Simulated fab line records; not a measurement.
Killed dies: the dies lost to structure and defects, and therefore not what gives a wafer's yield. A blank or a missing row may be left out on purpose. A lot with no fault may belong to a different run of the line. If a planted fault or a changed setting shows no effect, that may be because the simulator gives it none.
Chamber matching :: flow nand-harc :: rie-diel-03 running NHARC_A_STAIRCASE_ETCHBACK_157: 4 sister chambers
The step etches the open film in CH3F/O2, target depth 90 nm, time 167.14 s. 16 wafers are shown with their chamber, then 8 later ones without.

== WAFERS PAIRED WITH THEIR CHAMBERS ==
wafer: L074.1
chamber: 1
drypump-motor-current-A (A): 4.9
showerhead-plenum-p-Torr (Torr): 2.51
rf-vpp-V (V): 244.1

wafer: L074.3
chamber: 2
drypump-motor-current-A (A): 5.2
showerhead-plenum-p-Torr (Torr): 2.53
rf-vpp-V (V): 247.0

wafer: L074.5
chamber: 0
drypump-motor-current-A (A): 5.1
showerhead-plenum-p-Torr (Torr): 2.44
rf-vpp-V (V): 244.3

wafer: L082.2
chamber: 3
drypump-motor-current-A (A): 6.1
showerhead-plenum-p-Torr (Torr): 2.43
rf-vpp-V (V): 243.5

wafer: L082.5
chamber: 0
drypump-motor-current-A (A): 5.1
showerhead-plenum-p-Torr (Torr): 2.44
rf-vpp-V (V): 243.1

wafer: L082.6
chamber: 2
drypump-motor-current-A (A): 5.2
showerhead-plenum-p-Torr (Torr): 2.53
rf-vpp-V (V): 245.0

wafer: L081.1
chamber: 3
drypump-motor-current-A (A): 6.1
showerhead-plenum-p-Torr (Torr): 2.42
rf-vpp-V (V): 244.0

wafer: L081.2
chamber: 0
drypump-motor-current-A (A): 5.1
showerhead-plenum-p-Torr (Torr): 2.43
rf-vpp-V (V): 242.8

wafer: L081.4
chamber: 1
drypump-motor-current-A (A): 4.9
showerhead-plenum-p-Torr (Torr): 2.50
rf-vpp-V (V): 245.2

wafer: L084.3
chamber: 2
drypump-motor-current-A (A): 5.2
showerhead-plenum-p-Torr (Torr): 2.52
rf-vpp-V (V): 245.0

wafer: L084.4
chamber: 1
drypump-motor-current-A (A): 4.9
showerhead-plenum-p-Torr (Torr): 2.50
rf-vpp-V (V): 244.9

wafer: L084.5
chamber: 0
drypump-motor-current-A (A): 5.1
showerhead-plenum-p-Torr (Torr): 2.43
rf-vpp-V (V): 243.0

wafer: L087.1
chamber: 3
drypump-motor-current-A (A): 6.0
showerhead-plenum-p-Torr (Torr): 2.42
rf-vpp-V (V): 244.1

wafer: L087.5
chamber: 3
drypump-motor-current-A (A): 6.1
showerhead-plenum-p-Torr (Torr): 2.42
rf-vpp-V (V): 243.8

wafer: L087.6
chamber: 0
drypump-motor-current-A (A): 5.1
showerhead-plenum-p-Torr (Torr): 2.43
rf-vpp-V (V): 244.1

wafer: L089.1
chamber: 0
drypump-motor-current-A (A): 5.1
showerhead-plenum-p-Torr (Torr): 2.43
rf-vpp-V (V): 243.3

SIGNATURES, as means of the wafers listed above
reading: drypump-motor-current-A
chamber 0: 5.100
chamber 1: 4.900
chamber 2: 5.200
chamber 3: 6.075
scatter within a chamber: 0.025

reading: showerhead-plenum-p-Torr
chamber 0: 2.4333
chamber 1: 2.5033
chamber 2: 2.5267
chamber 3: 2.4225
scatter within a chamber: 0.00534

reading: rf-vpp-V
chamber 0: 243.433
chamber 1: 244.733
chamber 2: 245.667
chamber 3: 243.850
scatter within a chamber: 0.673
Rule: distance of a wafer from a chamber = root of the sum over the readings of ((wafer's reading minus chamber's mean) / reading's scatter) squared. The wafer belongs to the nearest chamber; if the next one is less than 2 further off, it can't be placed. The scatter: take each reading less its chamber's mean, square it, sum over the shown wafers, divide by the number of wafers less the number of chambers, and take the root.

== WAFERS MISSING THEIR CHAMBER ==
wafer: L089.3
drypump-motor-current-A (A): 4.9
showerhead-plenum-p-Torr (Torr): 2.49
rf-vpp-V (V): 244.4

wafer: L089.4
drypump-motor-current-A (A): 6.1
showerhead-plenum-p-Torr (Torr): 2.42
rf-vpp-V (V): 241.7

wafer: L093.1
drypump-motor-current-A (A): 4.9
showerhead-plenum-p-Torr (Torr): 2.49
rf-vpp-V (V): 245.9

wafer: L093.2
drypump-motor-current-A (A): 6.0
showerhead-plenum-p-Torr (Torr): 2.41
rf-vpp-V (V): 244.6

wafer: L093.3
drypump-motor-current-A (A): 5.2
showerhead-plenum-p-Torr (Torr): 2.51
rf-vpp-V (V): 245.5

wafer: L095.3
drypump-motor-current-A (A): 5.2
showerhead-plenum-p-Torr (Torr): 2.51
rf-vpp-V (V): 244.8

wafer: L095.4
drypump-motor-current-A (A): 6.0
showerhead-plenum-p-Torr (Torr): 2.41
rf-vpp-V (V): 244.0

wafer: L095.6
drypump-motor-current-A (A): 4.9
showerhead-plenum-p-Torr (Torr): 2.48
rf-vpp-V (V): 243.6

== EACH ONE'S CHAMBER ==
wafer: L089.3
from the rows above: 1
in truth: 1

wafer: L089.4
from the rows above: 3
in truth: 3

wafer: L093.1
from the rows above: 1
in truth: 1

wafer: L093.2
from the rows above: 3
in truth: 3

wafer: L093.3
from the rows above: 2
in truth: 2

wafer: L095.3
from the rows above: 2
in truth: 2

wafer: L095.4
from the rows above: 3
in truth: 3

wafer: L095.6
from the rows above: 1
in truth: 1
Placed correctly: 8 of 8. Can't be placed from these rows: 0. Number placed wrongly: 0.
